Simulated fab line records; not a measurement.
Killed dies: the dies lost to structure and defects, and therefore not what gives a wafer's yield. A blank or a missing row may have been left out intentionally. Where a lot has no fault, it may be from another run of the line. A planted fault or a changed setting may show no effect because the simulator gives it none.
fab line records	flow n5-finfet
record lots=6	wafers=18	last-day=17
route steps=1938 shown BEOL_M0@729 BEOL_M4@1111
lots with no fault: from the same line, run without faults
start-h: hours from the record's first day to the start of the lot's first wafer shown	wait-h: hours elapsed since this lot's preceding step	" repeats the value in the row above	L1.1+2: one row covering several wafers at once	- no value, or no start given	* or withheld: withheld	< > ~ a bound
route shown NAME@n: NAME is a module with steps in the file, n the number in the route of the first one	usual: mean and standard deviation over wafers with no fault	same: alike in all rows	chamber/n: place in a boat	sites: each site's reading	_std_site: their standard deviation	_edge_site: inner sites' mean taken away from outer sites' mean	radius-mm: how far each site lies from the wafer's centre	mask NAME#n: copy n	behind: tool/chamber where the wafer was last shaped	hold: why the lot was held/for how many hours/how that ended	device: transistor that didn't switch, given as n, p or np	end of line: the same wafers' tests at the end of the route	a step with no rows: only its recipe	killed: dies that structure and defects cost at the first sort, which is not the same as the wafer's yield	map: shows each die of a wafer: x if killed, . if not, _ if none is there
set.NAME: setting as actually run; set.NAME@STEP: the setting as run at that earlier step	model.NAME: the simulator's own value behind a step, which no gauge read
a table for each step, a row for each wafer; lots at some steps of the route
services: from which hour (start-h, from the record's first day; less than 0 if before it) a tool's chamber was out of use, for how many hours, and why
## steps
# step N5_BEOL_M0_DEGAS_112
# recipe ambient=vacuum	temp-c=250	time-s=60
# step N5_BEOL_M0_PRE_CLEAN_113
# recipe gas=H2/He	time-s=30	temp-c=250
# step N5_BEOL_M0_ALD_136
# recipe material=TaN	target-thk-a=*	temp-c=275	ald-precursor-family=PDMAT	ald-co-reactant=NH3	pressure-torr=3	carrier-flow-sccm=1500	pulse-time-s=2	purge-time-s=3	co-reactant-purge-time-s=2	co-reactant-pulse-time-s=3	ald-cycles=30	precursor-vessel-temp-c=75	precursor-vessel-pressure-torr=26.25	precursor-vessel-carrier-sccm=1000
# usual heater-power-w=430/39	precursor-vessel-temp-c=74.99/0.12	susceptor-temp-C=274.99/0.17
lot.wafer	tool	chamber	start-h	wait-h	heater-power-w	precursor-vessel-temp-c	susceptor-temp-C
L531.1	ald-metal-03	3	124.68	0.0	472	74.99	274.89
L531.2	"	0	"	"	405	75.11	275.10
L531.5	"	1	"	"	431	74.87	275.02
L533.2	ald-metal-03	3	140.66	0.0	471	74.83	274.92
L533.3	"	2	"	"	423	74.89	275.11
L533.4	"	0	"	"	408	75.06	275.19
L539.1	ald-metal-03	1	179.23	0.1	450	74.74	274.97
L539.2	"	2	"	"	428	74.90	275.12
L539.6	"	1	"	"	440	74.86	274.83
L541.2	ald-metal-01	2	195.34	0.0	442	75.07	274.95
L541.3	"	3	"	"	498	75.05	274.93
L541.4	"	1	"	"	389	75.13	275.13
L542.2	ald-metal-01	3	198.50	0.1	496	74.86	274.98
L542.3	"	0	"	"	414	75.10	274.66
L542.6	"	2	"	"	445	74.93	274.99
L552.3	ald-metal-02	2	258.56	0.1	439	74.83	274.81
L552.4	"	3	"	"	325	75.10	274.87
L552.5	"	3	"	"	316	75.01	274.96
# step N5_BEOL_M0_SURFACE_TREAT_137
# recipe gas=Ar	time-s=*	ion-energy-ev=*	ion-current-ma-cm2=0.5	pressure-mtorr=*	ar-flow-sccm=30
# usual throttle-valve-pct=*
lot.wafer	tool	chamber	start-h	wait-h	throttle-valve-pct
L531.1	pvd-sputter-03	-	125.17	0.4	*
L531.2	"	-	"	"	*
L531.5	"	-	"	"	*
L533.2	pvd-sputter-03	-	140.98	0.2	*
L533.3	"	-	"	"	*
L533.4	"	-	"	"	*
L539.1	pvd-sputter-01	-	179.56	0.2	*
L539.2	"	-	"	"	*
L539.6	"	-	"	"	*
L541.2	pvd-sputter-03	-	195.65	0.2	*
L541.3	"	-	"	"	*
L541.4	"	-	"	"	*
L542.2	pvd-sputter-02	-	198.84	0.2	*
L542.3	"	-	"	"	*
L542.6	"	-	"	"	*
L552.3	pvd-sputter-03	-	258.84	0.2	*
L552.4	"	-	"	"	*
L552.5	"	-	"	"	*
# step N5_BEOL_M0_CVD_115
# recipe material=Co	target-thk-a=*	temp-c=withheld	precursor=CCTBA/H2	pressure-torr=30	time-s=120
# step N5_BEOL_M0_SPUTTER_116
# recipe material=Cu	target-thk-a=40	temp-c=-20	chamber-pressure-pa=0.07	power-w=withheld	time-s=7.37
# step N5_BEOL_M0_ANNEAL_117
# recipe temp-c=400	time-s=60	ambient=vacuum
# usual heater-power-w=819/45	susceptor-temp-C=400.02/0.23
lot.wafer	tool	chamber	start-h	wait-h	heater-power-w	susceptor-temp-C
L531.1	pvd-sputter-03	-	125.73	0.0	875	400.02
L531.2	"	-	"	"	834	400.06
L531.5	"	-	"	"	886	400.02
L533.2	pvd-sputter-01	-	142.67	0.0	806	399.73
L533.3	"	-	"	"	846	400.08
L533.4	"	-	"	"	776	400.17
L539.1	pvd-sputter-02	-	180.11	0.0	819	400.33
L539.2	"	-	"	"	799	400.26
L539.6	"	-	"	"	869	400.38
L541.2	pvd-sputter-02	-	197.44	0.0	795	399.96
L541.3	"	-	"	"	877	400.18
L541.4	"	-	"	"	810	399.67
L542.2	pvd-sputter-03	-	199.39	0.0	872	399.75
L542.3	"	-	"	"	858	400.36
L542.6	"	-	"	"	887	399.66
L552.3	pvd-sputter-01	-	259.17	0.0	809	400.50
L552.4	"	-	"	"	854	399.67
L552.5	"	-	"	"	816	400.13
# step N5_BEOL_M0_SPUTTER_132
# recipe material=Cu	target-thk-a=40	temp-c=-20	chamber-pressure-pa=0.07	power-w=withheld	time-s=7.37
# step N5_BEOL_M0_ANNEAL_133
# recipe temp-c=400	time-s=60	ambient=vacuum
# step N5_BEOL_M0_SPUTTER_134
# recipe material=Cu	target-thk-a=40	temp-c=-20	chamber-pressure-pa=0.07	power-w=withheld	time-s=7.37
# step N5_BEOL_M0_ANNEAL_135
# recipe temp-c=400	time-s=60	ambient=vacuum
# usual heater-power-w=817/46	susceptor-temp-C=399.98/0.22
lot.wafer	tool	chamber	start-h	wait-h	heater-power-w	susceptor-temp-C
L531.1	pvd-sputter-03	-	125.97	0.0	882	399.69
L531.2	"	-	"	"	841	400.47
L531.5	"	-	"	"	860	399.53
L533.2	pvd-sputter-01	-	142.91	0.0	785	399.96
L533.3	"	-	"	"	819	399.84
L533.4	"	-	"	"	776	399.88
L539.1	pvd-sputter-02	-	180.35	0.0	799	400.02
L539.2	"	-	"	"	786	400.06
L539.6	"	-	"	"	873	399.53
L541.2	pvd-sputter-02	-	197.68	0.0	796	399.84
L541.3	"	-	"	"	853	400.23
L541.4	"	-	"	"	803	399.92
L542.2	pvd-sputter-03	-	199.63	0.0	889	400.20
L542.3	"	-	"	"	836	400.12
L542.6	"	-	"	"	871	400.40
L552.3	pvd-sputter-01	-	259.41	0.0	809	400.02
L552.4	"	-	"	"	848	400.09
L552.5	"	-	"	"	808	400.25
# step N5_BEOL_M0_SPUTTER_141
# recipe material=Cu	target-thk-a=40	temp-c=-20	chamber-pressure-pa=0.07	power-w=withheld	time-s=7.37
# step N5_BEOL_M0_ECD_118
# recipe material=Cu	target-thk-a=3000
lot.wafer	tool	chamber	start-h	wait-h	model.Cu_of_BEOL_M0_ECD_118.thk-nm
L531.1	ecd-cu-01	0	126.13	0.1	303.8
L531.2	"	1	"	"	301.6
L531.5	"	1	"	"	298.4
L533.2	ecd-cu-01	0	143.06	0.1	294
L533.3	"	0	"	"	295.6
L533.4	"	1	"	"	297.6
L539.1	ecd-cu-01	1	180.51	0.1	85
L539.2	"	0	"	"	299.8
L539.6	"	1	"	"	89.4
L541.2	ecd-cu-02	1	197.83	0.1	299.2
L541.3	"	1	"	"	304.6
L541.4	"	0	"	"	301.2
L542.2	ecd-cu-01	1	199.78	0.1	89.2
L542.3	"	1	"	"	86.8
L542.6	"	0	"	"	296
L552.3	ecd-cu-01	0	259.59	0.1	299.8
L552.4	"	1	"	"	305
L552.5	"	1	"	"	303.8
# step N5_BEOL_M0_ANNEAL_119
# recipe temp-c=225	time-s=90	ambient=N2
# usual wafer_temp_C_max=225.82/0.23
lot.wafer	tool	chamber	start-h	wait-h	wafer_temp_C_max
L531.1	rtp-anneal-01	0	128.28	2.1	226.08
L531.2	"	0	"	"	225.88
L531.5	"	0	"	"	225.94
L533.2	rtp-anneal-02	0	143.19	0.1	225.93
L533.3	"	0	"	"	225.83
L533.4	"	0	"	"	225.49
L539.1	rtp-anneal-02	0	180.64	0.1	225.98
L539.2	"	0	"	"	225.88
L539.6	"	0	"	"	225.70
L541.2	rtp-anneal-01	0	197.96	0.1	225.56
L541.3	"	0	"	"	225.77
L541.4	"	0	"	"	225.89
L542.2	rtp-anneal-01	0	200.63	0.8	225.72
L542.3	"	0	"	"	225.63
L542.6	"	0	"	"	225.68
L552.3	rtp-anneal-02	0	259.74	0.1	225.78
L552.4	"	0	"	"	225.53
L552.5	"	0	"	"	225.35
# step N5_BEOL_M0_CMP_120
# recipe stop-on=SiOC	t-overpolish-s=6.9	down-force-psi=1	platen-rpm=50	clearing-platen-down-force-psi=1.5	clearing-platen-rpm=50	post-cmp-clean=cu-alkaline	clearing-platen-pad-velocity-m-s=0.99484	pad-velocity-m-s=0.99484
# usual motor-current-A=6.3/0.57	pad-life-wafers=1089/630	time-to-endpoint-s=63/4.7
lot.wafer	tool	chamber	start-h	wait-h	motor-current-A	pad-life-wafers	time-to-endpoint-s
L531.1	cmp-01	3	128.65	0.3	6.3	1448	62
L531.2	"	0	"	"	5.7	1449	61
L531.5	"	2	"	"	6.5	-	61
L533.2	cmp-02	2	144.69	1.5	7.0	2065	66
L533.3	"	3	"	"	5.8	2066	65
L533.4	"	0	"	"	7.1	2067	58
L539.2	cmp-04	2	180.98	0.2	7.9	1141	63
L539.1	"	3	"	"	6.9	1142	16
L539.6	"	2	"	"	7.3	-	18
L541.3	cmp-04	0	198.22	0.2	5.5	1290	65
L541.4	"	1	"	"	6.2	1291	59
L541.2	"	3	"	"	6.8	1293	61
L542.3	cmp-04	3	200.89	0.2	7.2	1314	14
L542.2	"	1	"	"	6.1	1316	16
L542.6	"	3	"	"	6.4	-	58
L552.4	cmp-04	0	259.95	0.1	5.3	1566	60
L552.3	"	3	"	"	7.0	1569	64
L552.5	"	0	"	"	5.5	-	62
# step N5_BEOL_M4_RC_MEAS_101
# usual DIBL_N=36.0/2.2	DIBL_P=35.9/2.6	IOFF_N=0.16/0.038	IOFF_P=0.21/0.042	ION_N=675/15	ION_P=463/10	SS_N=71.5/0.62	SS_P=73.2/0.76	VT_N=250/4.1	VT_P=-251/3.6
lot.wafer	tool	chamber	start-h	wait-h	DIBL_N[mV/V]	DIBL_P[mV/V]	IOFF_N[nA/um]	IOFF_P[nA/um]	ION_N[uA/um]	ION_P[uA/um]	SS_N[mV/dec]	SS_P[mV/dec]	VT_N[mV]	VT_P[mV]
L531.1	prober-02	0	168.61	0.0	37.0	39.1	0.19	0.24	697	471	71.8	73.7	245	-251
L531.2	"	0	"	"	35.8	36.3	0.15	0.18	670	452	70.9	73.2	254	-252
L531.5	"	0	"	"	35.5	36.4	0.15	0.19	664	453	72.0	73.5	251	-254
L533.2	prober-01	0	192.88	0.2	35.1	34.2	0.13	0.18	652	450	72.1	73.2	254	-254
L533.3	"	0	"	"	29.7	28.3	0.08	0.12	649	450	70.1	70.8	257	-259
L533.4	"	0	"	"	32.0	30.9	0.09	0.14	629	442	71.3	73.2	259	-257
L539.1	prober-01	0	227.47	0.0	36.2	36.4	0.15	0.18	683	456	71.6	72.8	250	-254
L539.2	"	0	"	"	38.2	38.9	0.19	0.21	684	456	72.0	73.9	249	-251
L539.6	"	0	"	"	34.1	33.8	0.13	0.15	679	457	70.7	72.2	251	-256
L541.2	prober-01	0	247.44	0.2	35.2	36.6	0.15	0.20	673	460	71.2	72.6	249	-249
L541.3	"	0	"	"	34.9	37.1	0.16	0.21	685	467	71.1	72.7	246	-248
L541.4	"	0	"	"	36.3	36.2	0.14	0.19	647	444	72.0	72.4	253	-251
L542.2	prober-02	0	253.82	0.2	37.5	36.4	0.17	0.21	690	475	71.8	73.3	250	-251
L542.3	"	0	"	"	37.1	36.4	0.16	0.20	676	464	72.0	73.1	251	-249
L542.6	"	0	"	"	37.3	36.6	0.17	0.21	687	467	71.5	73.7	249	-247
L552.3	prober-02	0	306.66	0.3	34.1	34.9	0.15	0.21	684	474	71.1	73.1	247	-249
L552.4	"	0	"	"	32.8	30.7	0.12	0.16	666	459	71.3	71.2	251	-253
L552.5	"	0	"	"	36.8	37.0	0.20	0.25	690	472	71.9	73.3	244	-245
## services
tool	chamber	start-h	hours	kind
cmp-01	-	108.99	8.1	pm
cmp-02	-	131.75	0.2	repair
cmp-02	-	133.37	1.2	repair
cmp-02	-	145.92	3.0	repair
pvd-sputter-01	-	150.27	1.8	repair
cmp-01	-	154.57	0.4	repair
cmp-02	-	161.59	4.0	pm
cmp-02	-	165.59	-	consumable-replace:conditioner
cmp-02	-	165.59	-	consumable-replace:pad
ecd-cu-01	-	174.19	1.2	repair
cmp-02	-	174.42	6.1	pm
cmp-04	-	177.55	0.7	repair
ald-metal-01	-	178.55	0.7	repair
cmp-01	-	181.78	3.0	repair
cmp-02	-	183.13	0.8	repair
ald-metal-02	1	187.77	24.8	repair
cmp-01	-	196.02	4.0	pm
cmp-01	-	200.02	-	consumable-replace:conditioner
cmp-01	-	200.02	-	consumable-replace:pad
cmp-04	-	207.57	24.7	pm
ald-metal-02	-	230.37	2.8	pm
cmp-02	-	239.66	0.5	repair
cmp-04	-	253.65	0.9	repair
## key
first-sign step=N5_BEOL_M0_CMP_120	reading=time-to-endpoint-s	direction=down	sigmas=10	usual=*	struck=*
effect none on later readings
model-effect step=N5_BEOL_M0_ECD_118	value=Cu_of_BEOL_M0_ECD_118.thk-nm	without=299.8	struck=87.6
met-at N5_BEOL_M0_ECD_118
struck-wafers L539.1,L539.6,L542.2,L542.3
onset-between 143.06 180.51
fault kind=process-parameter-drift	tool=ecd-cu-01	chamber=1	onset-h=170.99	steps=N5_BEOL_M0_ECD_118	channel=target-thk-a	offset=*	shape=step	end-h=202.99	acts-in=*	stated=*
